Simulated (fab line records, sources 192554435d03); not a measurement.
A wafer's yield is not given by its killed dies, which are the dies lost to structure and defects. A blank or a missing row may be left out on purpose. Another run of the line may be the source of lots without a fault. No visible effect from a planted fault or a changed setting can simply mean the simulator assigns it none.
fab line records | flow n5Finfet
record lots=4 | wafers=12 | lastDay=17
route steps=1938 shown STI_FIN_REVEAL@183 DUMMY_GATE@212 BEOL_M4@1111 PASSIVATION@1936
lots with no fault: from the same line, run without faults
startH: hours from the record's opening day to when the first of the lot's shown wafers began | waitH: how many hours have passed since the lot's step before this one | " same as the row above | L1.1+2: several wafers, shown together as one row | - no value, or no start given | * or withheld: withheld | < > ~ a bound
route shown NAME@n: NAME is a module with steps in the file, n the number in the route of the first one | usual: the fault-free wafers' mean and standard deviation | same: alike in all rows | chamber/n: place in a boat | sites: each site's reading | _std_site: standard deviation of those values | _edge_site: inner sites' mean taken away from outer sites' mean | radiusMm: for every site, how far away it sits from the centre of the wafer | mask NAME#n: copy n | behind: the most recent tool/chamber to have shaped the wafer | hold: cause of the lot's hold/its duration in hours/its outcome | device: whichever transistor did not switch (one of n, p or np) | end of line: at the end of the route, the tests of the same wafers | for a step that has no rows: nothing shown but its recipe | killed: count of dies lost to structure and defects at first sort (not the wafer's yield) | map: the dies of a wafer, with x for killed, . for not killed, _ for no die there
set.NAME: the run value of the setting; set.NAME@STEP: its run value at that earlier step | model.NAME: the simulator's own value behind a step, which no gauge read
a table for each step, a row for each wafer; lots at some steps of the route
services: from which hour (startH, from the record's first day; less than 0 if before it) a tool's chamber was out of use, for how many hours, and why
## steps
# step N5_STI_FIN_REVEAL_ALD_00
# recipe material=SiO2 | targetThkA=10 | tempC=300 | aldPrecursorFamily=BDEAS | aldCoReactant=O2-plasma | pulseTimeS=1 | pressureTorr=2
# step N5_STI_FIN_REVEAL_ALD_14
# recipe material=Si3N4 | targetThkA=30 | tempC=400 | aldPrecursorFamily=SiH2I2 | aldCoReactant=N2/H2-plasma | pressureTorr=2
# step N5_STI_FIN_REVEAL_FCVD_FILL_01
# recipe material=SiO2_flowable | targetThkA=3120 | tempC=100 | pressureTorr=0.8 | rfW=2000 | timeS=512.2
# step N5_STI_FIN_REVEAL_DENSIFY_02
# recipe tempC=650 | ambient=steam | timeS=1800 | idleTempC=400 | densificationPH2oTorr=640
# step N5_STI_FIN_REVEAL_CMP_04
# recipe stopOn=Si3N4 | tOverpolishS=4 | downForcePsi=2 | platenRpm=54.18 | postCmpClean=alkalineBrush | padVelocityMS=1.078 | targetThkNm=131.83
# step N5_STI_FIN_REVEAL_DENSIFY_30
# recipe tempC=* | timeS=* | ambient=N2 | idleTempC=600 | rampUpCPerS=150 | rampDownCPerS=60 | coolToC=600
# step N5_STI_FIN_REVEAL_ETCHBACK_08
# recipe chemistry=C4F6/O2 | target=SiO2 | targetDepthA=305 | timeS=10.167 | ionEnergyEv=250 | pressureMtorr=30 | sourceW=345 | biasW=185 | Ar_flow_sccm=300 | C4F6_flow_sccm=10 | O2_flow_sccm=10
# step N5_STI_FIN_REVEAL_STRIP_24
# recipe chemistry=N2/H2 | timeS=90 | powerW=100 | tempC=40 | pressureMtorr=100 | rfFrequencyHz=6e+07 | biasPowerW=3 | n2FlowSccm=300 | h2FlowSccm=300
# step N5_STI_FIN_REVEAL_PRECLEAN_25
# recipe chemistry=SPM | timeS=90 | tempC=120 | mix=4:1
# step N5_STI_FIN_REVEAL_PRECLEAN_26
# recipe chemistry=SC1 | timeS=45 | tempC=46 | mix=1:2:100
# step N5_STI_FIN_REVEAL_PRECLEAN_29
# recipe chemistry=DHF | timeS=30 | tempC=25 | dilution=300:1
lot.wafer  | tool        | chamber | startH | waitH
L707.1+2+4 | wetBench-05 | 5,7,3   | 72.06  | 0.0
L713.1+4+5 | wetBench-05 | 4,6,0   | 108.62 | 0.0
L716.2+3+4 | wetBench-05 | 5,2,3   | 124.28 | 0.0
L723.2+3+6 | wetBench-01 | 0,7,1   | 169.97 | 0.0
# step N5_STI_FIN_REVEAL_SRD_12
# recipe timeS=30 | tempC=23 | rinseLiquid=diw | dry=ipaMarangoni
# step N5_STI_FIN_REVEAL_RECESS_09
# recipe chemistry=HF/NH3 | target=SiO2 | afsCycles=11 | targetDepthA=425 | tempC=30 | sublimationTempC=180 | sublimationTimeS=60
# step N5_STI_FIN_REVEAL_STRIP_16
# recipe chemistry=H3PO4 | material=SiNx | tempC=165 | targetDepthA=238 | overetchFraction=0.4964 | dry=ipaMarangoni
# step N5_STI_FIN_REVEAL_PRECLEAN_17
# recipe chemistry=NF3:NH3 | afsCycles=1 | tempC=30 | timeS=20 | sublimationTempC=180 | sublimationTimeS=60 | pressureTorr=3 | rfPowerW=30
# step N5_STI_FIN_REVEAL_ETCH_34
# recipe chemistry=H2 | mode=isotropic | material=Si | target=Si | targetDepthA=9.7 | tempC=20 | pressureMtorr=4.5 | icpW=300 | biasW=0 | h2FlowSccm=7.5 | heFlowSccm=142.5
# step N5_STI_FIN_REVEAL_OXIDATION_31
# recipe chemistry=O2_PLASMA_REMOTE | tempC=150 | timeS=20 | pressureMtorr=1000 | sourcePowerW=2000 | o2FlowSccm=3000
# step N5_STI_FIN_REVEAL_PRECLEAN_32
# recipe chemistry=NF3:NH3 | afsCycles=1 | tempC=30 | timeS=20 | sublimationTempC=180 | sublimationTimeS=60 | pressureTorr=3 | rfPowerW=30
# step N5_STI_FIN_REVEAL_STRIP_35
# recipe chemistry=H3PO4 | material=Si3N4 | tempC=165 | targetDepthA=40 | timeS=39
# step N5_STI_FIN_REVEAL_SRD_21
# recipe dry=ipaMarangoni | timeS=30 | tempC=23 | rinseLiquid=diw
# step N5_STI_FIN_REVEAL_OXIDATION_33
# recipe chemistry=O2_PLASMA_REMOTE | tempC=150 | timeS=20 | pressureMtorr=1000 | sourcePowerW=2000 | o2FlowSccm=3000
# step N5_STI_FIN_REVEAL_CLEAN_19
# recipe chemistry=O3/DIW | tempC=25 | timeS=120 | o3Ppm=10
# step N5_STI_FIN_REVEAL_SRD_23
# recipe dry=ipaMarangoni | timeS=30 | tempC=23 | rinseLiquid=diw
# step N5_STI_FIN_REVEAL_PRECLEAN_18
# recipe chemistry=SC2 | timeS=45 | tempC=35 | mix=1:1:50
# step N5_STI_FIN_REVEAL_SRD_28
# recipe dry=ipaMarangoni | timeS=30 | tempC=23 | rinseLiquid=diw
# step N5_STI_FIN_REVEAL_INSPECT_13
# recipe inspectInstrument=darkfield | mode=postClean
# usual rawDefectCount=10/4.5
lot.wafer | tool             | chamber | startH | waitH | rawDefectCount
L707.1    | defectInspect-02 | -       | 74.92  | 0.0   | 21
L707.2    | "                | -       | "      | "     | 11
L707.4    | "                | -       | "      | "     | 11
L713.1    | defectInspect-01 | -       | 111.47 | 0.0   | 720
L713.4    | "                | -       | "      | "     | 798
L713.5    | "                | -       | "      | "     | 694
L716.2    | defectInspect-02 | -       | 127.15 | 0.0   | 730
L716.3    | "                | -       | "      | "     | 740
L716.4    | "                | -       | "      | "     | 748
L723.2    | defectInspect-01 | -       | 172.81 | 0.0   | 6
L723.3    | "                | -       | "      | "     | 10
L723.6    | "                | -       | "      | "     | 15
# step N5_DUMMY_GATE_PRECLEAN_00
# recipe chemistry=O3/DIW | timeS=60 | tempC=22 | o3Ppm=10
# step N5_BEOL_M4_RC_MEAS_101
# usual DIBL_N=35.7/1.3 | DIBL_P=35.4/1.8 | IOFF_N=0.152/0.027 | IOFF_P=0.20/0.034 | ION_N=672/9.8 | ION_P=461/7.5 | SS_N=71.4/0.55 | SS_P=73.1/0.61 | VT_N=251/3.3 | VT_P=-251/3.6
lot.wafer | tool      | chamber | startH | waitH | DIBL_N[mV/V] | DIBL_P[mV/V] | IOFF_N[nA/um] | IOFF_P[nA/um] | ION_N[uA/um] | ION_P[uA/um] | SS_N[mV/dec] | SS_P[mV/dec] | VT_N[mV] | VT_P[mV]
L707.1    | prober-02 | 0       | 200.27 | 0.0   | 35.6         | 37.1         | 0.164         | 0.24          | 684          | 474          | 70.8         | 73.0         | 247      | -245
L707.2    | "         | 0       | "      | "     | 34.1         | 34.2         | 0.130         | 0.18          | 675          | 462          | 70.5         | 72.3         | 253      | -247
L707.4    | "         | 0       | "      | "     | 34.6         | 35.8         | 0.146         | 0.21          | 675          | 464          | 71.0         | 72.0         | 249      | -247
L713.1    | prober-02 | 0       | 240.00 | 0.0   | 34.9         | 34.6         | 0.135         | 0.17          | 656          | 443          | 72.0         | 73.0         | 252      | -259
L713.4    | "         | 0       | "      | "     | 37.4         | 36.0         | 0.168         | 0.18          | 670          | 447          | 72.4         | 73.3         | 252      | -255
L713.5    | "         | 0       | "      | "     | 36.3         | 35.1         | 0.160         | 0.17          | 663          | 451          | 71.4         | 73.7         | 251      | -255
L716.2    | prober-01 | 0       | 256.24 | 0.2   | 38.1         | 37.4         | 0.178         | 0.22          | 667          | 456          | 71.9         | 74.0         | 248      | -251
L716.3    | "         | 0       | "      | "     | 37.8         | 36.4         | 0.179         | 0.20          | 676          | 455          | 72.1         | 74.4         | 249      | -253
L716.4    | "         | 0       | "      | "     | 35.4         | 34.7         | 0.144         | 0.17          | 678          | 452          | 71.8         | 72.4         | 249      | -255
L723.2    | prober-01 | 0       | 308.32 | 0.2   | 36.9         | 37.5         | 0.164         | 0.22          | 682          | 465          | 71.1         | 73.7         | 249      | -254
L723.3    | "         | 0       | "      | "     | 35.3         | 35.2         | 0.132         | 0.17          | 670          | 456          | 70.9         | 73.0         | 252      | -253
L723.6    | "         | 0       | "      | "     | 36.3         | 36.8         | 0.148         | 0.20          | 674          | 459          | 71.1         | 73.7         | 252      | -251
# step N5_PASSIVATION_PROBE_49
# usual defectLimitedYield=91.5/1.3 | killed_at_M0_to_M3=33/11 | killed_at_M4_up=14/5.3 | killedAtContacts=11/6.3 | killedAtFrontEnd=38/10 | killedAtOther=3.7/2.8 | killedDies=101/16 | killedOnRim=13/3.4 | killedOpen=67/12 | killedShort=32/7.4 | sort_bin_5_function=5.0/0.86 | sort_bin_6_memory=3.2/0.69 | sortNPass=1079/16 | sortYieldPct=91.5/1.3
# same grossDies=1180 | killedAtBackSide=0 | sort_bin_4_leakage[%]=0 | sort_bin_8_speed[%]=0
lot.wafer | tool      | chamber | startH | waitH | defectLimitedYield[%] | killed_at_M0_to_M3 | killed_at_M4_up | killedAtContacts | killedAtFrontEnd | killedAtOther | killedDies | killedOnRim | killedOpen | killedShort | sort_bin_5_function[%] | sort_bin_6_memory[%] | sortNPass | sortYieldPct[%]
L707.1    | prober-02 | -       | 304.79 | 0.0   | 93.6                  | 29                 | 15              | 5                | 23               | 4             | 76         | 10          | 54         | 21          | 4.2                    | 2.2                  | 1104      | 93.6
L707.2    | prober-02 | -       | 304.84 | 0.1   | 91.8                  | 34                 | 16              | 21               | 24               | 2             | 97         | 10          | 64         | 31          | 4.2                    | 3.6                  | 1083      | 91.8
L707.4    | prober-02 | -       | 304.94 | 0.2   | 93.1                  | 35                 | 6               | 17               | 21               | 2             | 81         | 12          | 52         | 28          | 4.2                    | 2.4                  | 1099      | 93.1
L713.1    | prober-01 | -       | 347.49 | 0.0   | 85.9                  | 34                 | 15              | 12               | 100              | 5             | 166        | 24          | 66         | 24          | 8.4                    | 3.7                  | 1014      | 85.9
L713.4    | prober-01 | -       | 347.64 | 0.2   | 81.6                  | 39                 | 14              | 19               | 138              | 7             | 217        | 30          | 71         | 35          | 11.2                   | 3.9                  | 963       | 81.6
L713.5    | prober-01 | -       | 347.69 | 0.2   | 82.9                  | 23                 | 16              | 1                | 158              | 4             | 202        | 24          | 60         | 19          | 11.8                   | 2.9                  | 978       | 82.9
L716.2    | prober-01 | -       | 356.46 | 0.1   | 85.2                  | 19                 | 13              | 6                | 132              | 5             | 175        | 29          | 59         | 36          | 7.9                    | 4.0                  | 1005      | 85.2
L716.3    | prober-01 | -       | 356.51 | 0.1   | 82.3                  | 19                 | 12              | 4                | 168              | 6             | 209        | 23          | 60         | 26          | 11.9                   | 3.1                  | 971       | 82.3
L716.4    | prober-01 | -       | 356.56 | 0.2   | 88.6                  | 23                 | 9               | 8                | 93               | 1             | 134        | 26          | 58         | 22          | 6.2                    | 3.4                  | 1046      | 88.6
# killed by level:class
L707.1 BEOL_M3:geometricParticle:open=8 BEOL_M4:geometricParticle:open=7 BEOL_M0_SAQP:geometricParticle:open=6 BEOL_M1:geometricParticle:open=6 FIN_SAQP:geometricParticle:open=5 BEOL_M0_SAQP:geometricParticle:short=5 MOL_CONTACT_COAG:geometricParticle:open=4 GATE_CUT:geometricParticle:short=3
L707.2 MOL_CONTACT_COAG:geometricParticle:open=16 BEOL_M0_SAQP:geometricParticle:short=8 BEOL_M3:geometricParticle:open=7 STI_FIN_REVEAL:geometricParticle:open=5 MOL_CONTACT_COAG:geometricParticle:short=5 BEOL_M0_SAQP:geometricParticle:open=5 BEOL_M1:geometricParticle:open=5 BEOL_M1:geometricParticle:short=4
L707.4 BEOL_M3:geometricParticle:open=14 MOL_CONTACT_COAG:geometricParticle:open=13 BEOL_M1:geometricParticle:open=6 GATE_CUT:geometricParticle:short=5 GATE_CUT:geometricParticle:open=4 MOL_CONTACT_COAG:geometricParticle:short=4 BEOL_M2:geometricParticle:short=4 BEOL_M3:geometricParticle:short=4
L713.1 STI_FIN_REVEAL:unspecified=73 MOL_CONTACT_COAG:geometricParticle:open=10 STI_FIN_REVEAL:geometricParticle:open=9 BEOL_M2:geometricParticle:open=8 BEOL_M0_SAQP:geometricParticle:short=7 BEOL_M0_SAQP:geometricParticle:open=7 BEOL_M4:geometricParticle:open=7 FIN_SAQP:geometricParticle:short=4
L713.4 STI_FIN_REVEAL:unspecified=105 MOL_CONTACT_COAG:geometricParticle:open=14 BEOL_M1:geometricParticle:open=9 STI_FIN_REVEAL:geometricParticle:open=7 BEOL_M4:geometricParticle:open=7 BEOL_M0_SAQP:geometricParticle:short=6 BEOL_M3:geometricParticle:open=6 FIN_SAQP:geometricParticle:short=5
L713.5 STI_FIN_REVEAL:unspecified=121 STI_FIN_REVEAL:geometricParticle:open=13 BEOL_M1:geometricParticle:open=9 BEOL_M4:geometricParticle:open=7 FIN_SAQP:geometricParticle:short=6 DUMMY_GATE:geometricParticle:open=5 BEOL_M3:geometricParticle:open=5 FIN_SAQP:geometricParticle:open=3
L716.2 STI_FIN_REVEAL:unspecified=78 FIN_SAQP:geometricParticle:open=18 FIN_SAQP:geometricParticle:short=12 STI_FIN_REVEAL:geometricParticle:open=9 MOL_CONTACT_COAG:geometricParticle:open=6 BEOL_M4:geometricParticle:short=5 BEOL_M1:geometricParticle:open=4 GATE_CUT:geometricParticle:short=3
L716.3 STI_FIN_REVEAL:unspecified=121 FIN_SAQP:geometricParticle:open=13 STI_FIN_REVEAL:geometricParticle:open=11 FIN_SAQP:geometricParticle:short=8 BEOL_M2:geometricParticle:open=7 STARTING-WAFER:geometricParticle:short=5 BEOL_M0_SAQP:geometricParticle:open=5 MOL_CONTACT_COAG:geometricParticle:open=4
L716.4 STI_FIN_REVEAL:unspecified=53 STI_FIN_REVEAL:geometricParticle:open=13 FIN_SAQP:geometricParticle:short=9 BEOL_M3:geometricParticle:open=9 FIN_SAQP:geometricParticle:open=7 MOL_CONTACT_COAG:geometricParticle:open=6 BEOL_M2:geometricParticle:open=6 BEOL_M0_SAQP:geometricParticle:open=5
# map L713.4 (x killed, . not)
_________________............________________
______________...x..........x..._____________
___________..x.....................__________
__________x.xxx..x............x...x._________
________xxxxx..x.......x..xx........x._______
_______xxxxxxxxxx..................x...______
______xxxxxxxxxxx......................x_____
_____xxxxxxxxxxxx..x..........x..........____
____xxxxxxxxxxxx.....x...........x.x......___
___xxxxxxxxxxxx.x.......x....x.....xx......__
___xxxxxxxxxxx..x............x.......x...x.__
__.xxxxxxxxxxxx...x........................x_
__..xxxxxxxxxxxxx..........................._
_.....x.xx..x........x..............x.xx.x...
_..xx.x..xx.....xx..............x............
_.........xx..x..............x.x.............
_.............................x....x.........
_............................x.............x.
_...x...................xxx...............xx.
_..x....x..................x............x....
_.....................x......................
__...........x.x............................_
__.....x..x....x..........x............x...._
___..x..x.x.x............x.......x.....x...__
___....x......................x............__
____....x.x....x....x.....x...............___
_____......x..............x...x....x.....____
______x...x....x...........xx......x...._____
_______.x.x....x.......................______
________............x...........x..x.._______
__________..........x....x.........._________
___________x....x..x........xx.....__________
______________..........xx....x._____________
_________________..x.....x...________________
# map L716.3 (x killed, . not)
_________________.......x....________________
______________.......x........x._____________
___________...................x....__________
__________.......x.........x........_________
________..........x.......x........x.._______
_______...........x...x......x.........______
______....x..........x.................._____
_____..........x..x..x...x......x........____
____..x...x.......x..............x........___
___................................x.......__
___.x....................................x.__
__.................................x........_
__..x..................x........x..........._
_x..x.xx.....xx.x............................
_x..xxx.xxxx..x...................x..........
_.xxxxxxxx...x..........x...x................
_xxxxxxxxxxxxx.....x.x..............x........
_xxxxxxxxxxxx.xx.........x.........x.......x.
_xxxxxxxxxxxx..x......x.......x.......x....x.
_xxxxxxxxxxx.x...x.............x.............
_xxxxxxxxxxxxx........................x......
__xxxxxxxxx.x.xx..x..................x......_
__xxxxxxxxx.x....x.........................._
___xxxxxxxxx...............................__
___.xxxxxx.x.......x..xx.................x.__
____.......x....x....................x..x.___
_____x.................x...x.............____
______.........x........x.......x......._____
_______.x...x.........x......x.........______
________.x.xx........x.x..x...x.....x._______
__________.......................x.._________
___________..............x....x....__________
______________..........xx.....x_____________
_________________............________________
## services
tool        | chamber | startH | hours | kind
wetBench-01 | -       | 102.91 | 3.2   | repair
## key
firstSign step=N5_STI_FIN_REVEAL_INSPECT_13 | reading=rawDefectCount | direction=up | sigmas=99+ | usual=10 | struck=738
effect step=N5_PASSIVATION_PROBE_49 | reading=killedAtFrontEnd | direction=up | sigmas=9.2 | usual=38 | struck=132
moreKillsBornAt N5_STI_FIN_REVEAL_PRECLEAN_29@wetBench-05=551
metAt N5_STI_FIN_REVEAL_PRECLEAN_29
struckWafers L713.1,L713.4,L713.5,L716.2,L716.3,L716.4
onsetBetween 72.06 108.62
fault kind=chamberParticleSource | tool=wetBench-05 | chamber=- | onsetH=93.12 | steps=N5_STI_FIN_REVEAL_PRECLEAN_29 | ratePerVisitCm2=1.0956 | endH=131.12
